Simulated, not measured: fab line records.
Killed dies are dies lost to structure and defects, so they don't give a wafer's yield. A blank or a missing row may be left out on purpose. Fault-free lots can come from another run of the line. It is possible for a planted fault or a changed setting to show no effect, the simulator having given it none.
fab line records    flow nandHarc
[record] lots = 11  wafers = 33  lastDay = 24
route steps=1159 shown P_ZERO_WELL@16 P_STI@80
lots that met no fault: from a run of the same line without faults
startH: the number of hours between the record's first day and the start of the first shown wafer of the lot    waitH: hours since the lot's step before    " same as the row above    L1.1+2: a single row standing in for several wafers    - either no value or no given start    * or withheld: withheld    < > ~ a bound
route shown NAME@n: names a module that has steps shown in the file, with the first one's number in the route    usual: average and standard deviation across the fault-free wafers    same: alike in all rows    chamber/n: place in a boat    sites: the reading at each site    _std_site: the values' standard deviation    _edge_site: the outer-site mean with the inner-site mean subtracted    radiusMm: how far each site lies from the wafer's centre    mask NAME#n: copy n    behind: the tool/chamber that last shaped the wafer    hold: cause of the lot's hold/its duration in hours/its outcome    device: whichever transistor did not switch (one of n, p or np)    end of line: tests run on the same wafers once the route is complete    where a step has no rows: the recipe by itself    killed: the dies lost at the first sort to structure and to defects; this is not the yield of the wafer    map: the dies of a wafer, with x for killed, . for not killed, _ for no die there
set.NAME: the setting the step ran with; set.NAME@STEP: the setting that earlier step ran with    model.NAME: the simulator's own value behind a step, which no gauge read
one table for each step of the route and one row for each wafer, over a sample of lots
services: from which hour (startH, from the record's first day; less than 0 if before it) a tool's chamber was out of use, for how many hours, and why
[[steps]]
[step NHARC_P_ZERO_WELL_DESCUM_13]
[recipe] timeS = 3  o2FlowSccm = 200  arFlowSccm = 0  biasPowerW = 0  chemistry = O2
[usual] drypumpMotorCurrentA = 5.7/0.32  oesProductAu = 0.995/0.0092  rfVppV = 58.0/0.84  showerheadPlenumPTorr = 1.96/0.071  throttleValvePct = 11.313/0.0094
lot.wafer  tool        chamber  startH  waitH  drypumpMotorCurrentA  oesProductAu  rfHoursCounterH  rfVppV  showerheadPlenumPTorr  throttleValvePct
L962.2     rieDiel-07  3        13.27   -      5.4                   1.001         6                57.2    1.82                   11.305
L962.1     "           1        "       "      5.3                   1.003         6                58.9    2.06                   11.324
L962.6     "           0        "       "      5.8                   0.993         -                58.0    1.95                   11.322
L964.3     rieDiel-07  0        25.54   -      5.8                   1.000         6                57.7    1.95                   11.309
L964.2     "           3        "       "      5.4                   1.002         6                57.5    1.82                   11.319
L964.5     "           0        "       "      5.8                   1.004         -                57.8    1.95                   11.302
L965.4     rieDiel-07  3        31.39   -      5.4                   0.994         7                57.6    1.82                   11.309
L965.2     "           0        "       "      5.8                   1.003         7                59.7    1.95                   11.311
L965.5     "           3        "       "      5.4                   0.993         -                57.1    1.82                   11.306
L966.2     rieDiel-02  1        37.31   -      5.6                   1.018         6                57.7    1.95                   11.308
L966.5     "           2        "       "      5.9                   0.987         -                59.5    1.99                   11.326
L966.6     "           3        "       "      5.7                   0.988         -                58.2    1.91                   11.318
L970.4     rieDiel-02  2        61.40   -      5.9                   0.985         7                58.0    1.99                   11.314
L970.1     "           1        "       "      5.6                   0.986         8                56.7    1.95                   11.313
L970.6     "           2        "       "      5.9                   0.988         -                59.1    1.99                   11.319
L979.1     rieDiel-02  2        115.45  -      5.9                   0.986         11               57.5    1.99                   11.302
L979.2     "           0        "       "      6.2                   0.999         13               57.4    2.00                   11.315
L979.5     "           2        "       "      5.9                   0.985         -                59.5    1.99                   11.296
L980.3     rieDiel-12  1        121.42  -      5.2                   0.993         7                57.1    2.01                   11.332
L980.1     "           2        "       "      5.8                   0.995         7                58.3    2.05                   11.310
L980.4     "           3        "       "      6.3                   1.001         6                58.1    1.86                   11.320
L981.2     rieDiel-02  0        127.31  -      6.2                   1.000         13               57.3    2.00                   11.294
L981.4     "           3        "       "      5.7                   0.983         -                58.3    1.91                   11.309
L981.5     "           1        "       "      5.7                   1.012         -                57.8    1.95                   11.324
L982.4     rieDiel-02  0        133.41  -      6.2                   0.989         13               57.5    2.00                   11.296
L982.3     "           2        "       "      5.9                   0.999         11               57.0    1.99                   11.317
L982.5     "           0        "       "      6.2                   0.997         -                58.6    2.00                   11.316
L984.1     rieDiel-07  1        145.29  -      5.2                   0.998         4                58.9    2.06                   11.326
L984.3     "           2        "       "      5.4                   0.997         5                57.4    2.07                   11.316
L984.5     "           0        "       "      5.8                   0.985         -                58.1    1.94                   11.315
L985.1     rieDiel-12  2        151.42  -      5.8                   0.988         8                59.0    2.05                   11.324
L985.2     "           0        "       "      5.6                   0.994         8                59.2    1.90                   11.313
L985.5     "           2        "       "      5.8                   1.001         -                58.6    2.05                   11.318
[step NHARC_P_ZERO_WELL_ETCH_63]
[recipe] targetDepthA = 1200  timeS = 40.1  hbrFlowSccm = 150  cl2FlowSccm = 50  rfW = 400  icpW = 400  biasW = 100  chemistry = HBr/Cl2
[usual] drypumpMotorCurrentA = 5.7/0.42  mfcCl2Sccm = 49.98/0.16  oesProductAu = 0.998/0.009  throttleValvePct = 26.405/0.0091
lot.wafer  tool      chamber  startH  waitH  drypumpMotorCurrentA  mfcCl2Sccm  oesProductAu  rfHoursCounterH  throttleValvePct
L962.2     rieSi-04  3        13.53   -      4.7                   50.32       1.007         0.7              26.404
L962.1     "         0        "       "      6.2                   50.12       1.003         0.6              26.399
L962.6     "         3        "       "      4.7                   50.26       1.009         -                26.405
L964.3     rieSi-04  3        25.80   -      4.7                   50.07       1.003         0.8              26.417
L964.2     "         2        "       "      5.5                   50.36       1.010         0.8              26.401
L964.5     "         3        "       "      4.7                   50.07       1.011         -                26.406
L965.2     rieSi-04  0        31.65   -      6.2                   50.23       1.001         0.8              26.381
L965.4     "         3        "       "      4.7                   49.97       1.003         0.9              26.403
L965.5     "         1        "       "      5.8                   50.06       0.986         -                26.391
L966.2     rieSi-01  1        37.54   -      5.7                   49.99       0.991         0.5              26.419
L966.5     "         1        "       "      5.7                   49.92       0.991         -                26.410
L966.6     "         2        "       "      5.6                   49.69       0.993         -                26.408
L970.1     rieSi-04  2        61.68   -      5.5                   49.86       0.985         1.1              26.409
L970.4     "         3        "       "      4.7                   49.98       1.002         1.2              26.416
L970.6     "         1        "       "      5.8                   49.98       0.981         -                26.401
L979.2     rieSi-05  0        115.71  -      6.1                   50.01       0.986         0.3              26.402
L979.1     "         1        "       "      5.9                   49.89       1.005         0.3              26.397
L979.5     "         1        "       "      5.9                   50.08       0.994         -                26.408
L980.1     rieSi-01  0        121.69  -      5.6                   50.08       1.002         1.4              26.395
L980.3     "         1        "       "      5.7                   50.01       0.980         1.4              26.400
L980.4     "         2        "       "      5.6                   49.96       0.991         1.4              26.403
L981.2     rieSi-04  3        127.61  -      4.7                   49.81       1.012         0.1              26.418
L981.4     "         1        "       "      5.8                   50.22       0.995         0.1              26.398
L981.5     "         2        "       "      5.5                   49.93       1.000         -                26.400
L982.4     rieSi-05  1        133.68  -      5.9                   49.93       1.003         0.5              26.382
L982.3     "         2        "       "      6.0                   50.17       0.985         0.6              26.420
L982.5     "         0        "       "      6.1                   50.09       0.996         -                26.381
L984.3     rieSi-01  3        145.53  -      5.1                   50.11       0.999         0.1              26.408
L984.1     "         1        "       "      5.7                   49.83       0.992         0.1              26.403
L984.5     "         3        "       "      5.1                   49.96       0.995         -                26.411
L985.1     rieSi-01  1        151.67  -      5.7                   49.85       1.005         0.1              26.418
L985.2     "         0        "       "      5.6                   50.03       1.004         0.2              26.392
L985.5     "         2        "       "      5.5                   50.09       1.003         -                26.423
[step NHARC_P_ZERO_WELL_INSPECT_43]
[usual] rawDefectCount = 13/5.4
lot.wafer  tool              chamber  startH  waitH  rawDefectCount
L962.1     defectInspect-01  -        19.47   0.6    16
L962.2     "                 -        "       "      13
L962.6     "                 -        "       "      29
L964.2     defectInspect-01  -        31.73   0.5    5
L964.3     "                 -        "       "      5
L964.5     "                 -        "       "      7
L965.2     defectInspect-01  -        37.67   0.5    9
L965.4     "                 -        "       "      16
L965.5     "                 -        "       "      13
L966.2     defectInspect-02  -        43.31   0.5    6
L966.5     "                 -        "       "      5
L966.6     "                 -        "       "      6
L970.1     defectInspect-02  -        67.59   0.6    20
L970.4     "                 -        "       "      13
L970.6     "                 -        "       "      10
L979.1     defectInspect-01  -        121.73  0.6    11
L979.2     "                 -        "       "      12
L979.5     "                 -        "       "      12
L980.1     defectInspect-01  -        127.60  0.6    16
L980.3     "                 -        "       "      16
L980.4     "                 -        "       "      12
L981.2     defectInspect-02  -        133.54  0.5    16
L981.4     "                 -        "       "      11
L981.5     "                 -        "       "      14
L982.3     defectInspect-02  -        139.74  0.4    8
L982.4     "                 -        "       "      9
L982.5     "                 -        "       "      8
L984.1     defectInspect-01  -        151.68  0.6    16
L984.3     "                 -        "       "      5
L984.5     "                 -        "       "      11
L985.1     defectInspect-02  -        157.71  0.6    4
L985.2     "                 -        "       "      15
L985.5     "                 -        "       "      9
[step NHARC_P_STI_EXPOSE_06]
[recipe] na = 0.55  targetCdNm = 200  doseMj = 37.69  maskId = P_STI
[usual] exposureDoseMJCm2 = 37.66/0.036
lot.wafer  tool           chamber  startH  waitH  mask     exposureDoseMJCm2
L962.1     krfScanner-02  0        34.66   -      P_STI#0  37.68
L962.2     "              0        "       "      P_STI#0  37.72
L962.6     "              0        "       "      P_STI#0  37.67
L964.2     krfScanner-01  0        49.80   -      P_STI#0  37.64
L964.3     "              0        "       "      P_STI#0  37.62
L964.5     "              0        "       "      P_STI#0  37.56
L965.2     krfScanner-01  0        49.84   -      P_STI#0  37.68
L965.4     "              0        "       "      P_STI#0  37.66
L965.5     "              0        "       "      P_STI#0  37.67
L966.2     krfScanner-03  0        60.20   -      P_STI#0  37.66
L966.5     "              0        "       "      P_STI#0  37.66
L966.6     "              0        "       "      P_STI#0  37.69
L970.1     krfScanner-03  0        85.24   -      P_STI#0  37.56
L970.4     "              0        "       "      P_STI#0  37.62
L970.6     "              0        "       "      P_STI#0  37.64
L979.1     krfScanner-03  0        139.13  -      P_STI#0  37.60
L979.2     "              0        "       "      P_STI#0  37.65
L979.5     "              0        "       "      P_STI#0  37.61
L980.1     krfScanner-03  0        144.23  -      P_STI#0  37.57
L980.3     "              0        "       "      P_STI#0  37.58
L980.4     "              0        "       "      P_STI#0  37.68
L981.2     krfScanner-02  0        149.73  -      P_STI#0  37.62
L981.4     "              0        "       "      P_STI#0  37.64
L981.5     "              0        "       "      P_STI#0  37.68
L982.3     krfScanner-01  0        159.50  -      P_STI#0  37.66
L982.4     "              0        "       "      P_STI#0  37.65
L982.5     "              0        "       "      P_STI#0  37.67
L984.1     krfScanner-01  0        168.38  -      P_STI#0  37.70
L984.3     "              0        "       "      P_STI#0  37.67
L984.5     "              0        "       "      P_STI#0  37.63
L985.1     krfScanner-03  0        172.98  -      P_STI#0  37.65
L985.2     "              0        "       "      P_STI#0  37.67
L985.5     "              0        "       "      P_STI#0  37.68
[step NHARC_P_STI_CD_MEAS_09]
[recipe] targetCdNm = 200  landingEnergyEv = 500
[usual] cdNm = 200.2/2.1
lot.wafer  tool      chamber  startH  waitH  cdNm
L962.1     cdSem-03  0        34.82   -      200.2
L962.2     "         0        "       "      198.5
L962.6     "         0        "       "      196.7
L964.2     cdSem-01  0        49.95   -      198.8
L964.3     "         0        "       "      202.0
L964.5     "         0        "       "      200.6
L965.2     cdSem-03  0        49.98   -      199.7
L965.4     "         0        "       "      199.7
L965.5     "         0        "       "      201.8
L966.2     cdSem-01  0        60.35   -      200.8
L966.5     "         0        "       "      198.7
L966.6     "         0        "       "      199.3
L970.1     cdSem-02  0        85.39   -      191.7
L970.4     "         0        "       "      191.4
L970.6     "         0        "       "      193.7
L979.1     cdSem-03  0        139.28  -      201.5
L979.2     "         0        "       "      202.4
L979.5     "         0        "       "      200.7
L980.1     cdSem-03  0        144.39  -      198.1
L980.3     "         0        "       "      201.8
L980.4     "         0        "       "      197.6
L981.2     cdSem-01  0        149.88  -      201.9
L981.4     "         0        "       "      202.1
L981.5     "         0        "       "      198.1
L982.3     cdSem-02  0        159.64  -      196.3
L982.4     "         0        "       "      197.9
L982.5     "         0        "       "      197.9
L984.1     cdSem-02  0        168.54  -      199.4
L984.3     "         0        "       "      198.8
L984.5     "         0        "       "      197.3
L985.1     cdSem-01  0        173.13  -      198.9
L985.2     "         0        "       "      202.0
L985.5     "         0        "       "      199.4
[step NHARC_P_STI_OCD_MEAS_17]
[usual] trenchDepthNm = 300.7/2.6  trenchFootCdNm = 158.2/2.1
lot.wafer  tool    chamber  startH  waitH  trenchDepthNm  trenchFootCdNm
L962.1     ocd-01  -        35.64   0.1    304.4          157.9
L962.2     "       -        "       "      297.6          157.1
L962.6     "       -        "       "      297.4          155.3
L964.2     ocd-01  -        50.74   0.1    295.4          157.2
L964.3     "       -        "       "      302.2          160.2
L964.5     "       -        "       "      303.6          159.2
L965.2     ocd-02  -        50.76   0.1    299.5          158.0
L965.4     "       -        "       "      302.3          157.1
L965.5     "       -        "       "      299.6          160.2
L966.2     ocd-01  -        61.15   0.1    304.8          158.4
L966.5     "       -        "       "      304.7          155.7
L966.6     "       -        "       "      306.4          156.3
L970.1     ocd-02  -        86.21   0.1    301.3          150.1
L970.4     "       -        "       "      301.6          149.0
L970.6     "       -        "       "      297.2          152.1
L979.1     ocd-01  -        140.07  0.1    299.4          159.3
L979.2     "       -        "       "      295.9          161.2
L979.5     "       -        "       "      296.9          159.4
L980.1     ocd-01  -        145.18  0.1    299.8          156.4
L980.3     "       -        "       "      304.6          159.4
L980.4     "       -        "       "      301.0          155.5
L981.2     ocd-02  -        150.67  0.1    296.0          160.9
L981.4     "       -        "       "      300.6          160.3
L981.5     "       -        "       "      301.5          155.8
L982.3     ocd-01  -        160.42  0.1    294.0          155.3
L982.4     "       -        "       "      297.3          156.8
L982.5     "       -        "       "      305.1          155.4
L984.1     ocd-01  -        169.33  0.1    299.8          157.2
L984.3     "       -        "       "      298.7          157.3
L984.5     "       -        "       "      301.8          155.4
L985.1     ocd-01  -        173.92  0.1    300.8          157.1
L985.2     "       -        "       "      301.0          159.7
L985.5     "       -        "       "      302.0          157.7
[[services]]
tool           chamber  startH  hours  kind
krfScanner-03  -        -4.00   4.0    pm
rieDiel-12     3        6.51    14.6   repair
rieDiel-07     -        8.74    1.9    repair
rieDiel-07     2        13.60   2.0    repair
rieDiel-12     -        25.40   9.0    pm
krfScanner-02  -        38.00   4.0    pm
krfScanner-01  -        41.37   0.5    repair
rieSi-01       2        44.99   5.1    repair
rieDiel-07     -        51.20   9.0    pm
rieDiel-12     2        56.92   9.4    repair
rieSi-05       -        62.03   9.0    pm
krfScanner-01  -        70.29   0.6    repair
krfScanner-01  -        84.00   4.0    pm
rieDiel-12     3        85.47   7.1    repair
rieSi-04       -        99.00   9.0    pm
rieSi-01       1        104.80  2.3    repair
rieSi-01       1        121.95  4.6    repair
rieDiel-02     2        125.84  5.7    repair
rieSi-01       -        127.00  9.0    pm
rieDiel-02     -        150.70  9.0    pm
krfScanner-03  -        156.61  1.5    repair
rieSi-04       0        165.39  4.5    repair
rieSi-04       2        166.48  6.6    repair
krfScanner-03  -        168.00  4.0    pm
[[key]]
[firstSign] step = NHARC_P_STI_CD_MEAS_09  reading = cdNm  direction = down  sigmas = 3.9  usual = 200.2  struck = 192.3
[effect] step = NHARC_P_STI_OCD_MEAS_17  reading = trenchFootCdNm  direction = down  sigmas = 3.7  usual = 158.2  struck = 150.4
metAt NHARC_P_STI_EXPOSE_06
struckLots L970
struckWafers L970.1,L970.4,L970.6
testerLeftOut L970
notActingAt NHARC_P_ZERO_WELL_DESCUM_13,NHARC_P_ZERO_WELL_ETCH_63,NHARC_P_ZERO_WELL_INSPECT_43
onsetBetween 60.20 85.24
[fault] kind = processParameterDrift  tool = krfScanner-03  chamber = -  onsetH = 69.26  steps = NHARC_P_STI_EXPOSE_06  channel = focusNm  offset = 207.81  shape = step  endH = 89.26  scope = struckWafersOnly
// testerLeftOut: of these lots the tester's yield and bins aren't shown, on N5 and GAA mostly nor the transistor test; their killed dies are dies lost to structure and defects alone, not to doping, threshold or leakage, so they don't give the yield
